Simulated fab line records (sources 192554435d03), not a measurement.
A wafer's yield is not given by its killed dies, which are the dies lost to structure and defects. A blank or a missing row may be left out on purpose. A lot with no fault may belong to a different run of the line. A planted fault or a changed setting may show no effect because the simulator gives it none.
The tool behind it: which one? + flow n5Finfet + route of 1938 steps, sampled at 1 step: 10 lots, 30 wafers

WHAT THE GAUGES READ, wafer by wafer
N5_BEOL_M10_INSPECT_13: inspects for defects (brightfield).
| lot  | measured     | on               | rawDefectCount |
|------|--------------|------------------|----------------|
| L412 | day 10 20:44 | defectInspect-01 | 404 354 372    |
| L411 | day 10 20:48 | defectInspect-01 | 379 471 506    |
| L413 | day 11 03:36 | defectInspect-02 | 500 581 364    |
| L419 | day 12 22:47 | defectInspect-01 | 388 453 344    |
| L421 | day 13 02:51 | defectInspect-01 | 296 363 383    |
| L425 | day 14 14:19 | defectInspect-02 | 344 474 427    |
| L429 | day 14 18:40 | defectInspect-02 | 457 551 534    |
| L432 | day 15 19:20 | defectInspect-02 | 328 407 525    |
| L433 | day 16 20:07 | defectInspect-01 | 499 426 475    |
| L434 | day 18 03:34 | defectInspect-02 | 415 579 404    |

EACH LOT AND THE TOOL THAT RAN IT (in order: tool; ch and the chambers of the sampled wafers; start)
The record shows no process step preceding these readings.

THE ANSWER, worked out from the rows above alone
Rule: what is usual is taken from the lots themselves. The widest of any qualifying gaps counts: lots, ordered by their means at a reading, are off when they make up no more than a third of the lots, leave a main group of 4 or more, and stand apart from it by 3 or more times the standard deviation of that group's means. If all means in a main group match to the digits the tables above print for the reading, that group is not used. Also off: a lot with no number at a reading for which 4 or more lots have one. Where the step has rows for the other lots, those lots are counted as sound.
None of the lots is off at any reading shown; this tells nothing.

WHAT THE SIMULATOR HAD INSERTED
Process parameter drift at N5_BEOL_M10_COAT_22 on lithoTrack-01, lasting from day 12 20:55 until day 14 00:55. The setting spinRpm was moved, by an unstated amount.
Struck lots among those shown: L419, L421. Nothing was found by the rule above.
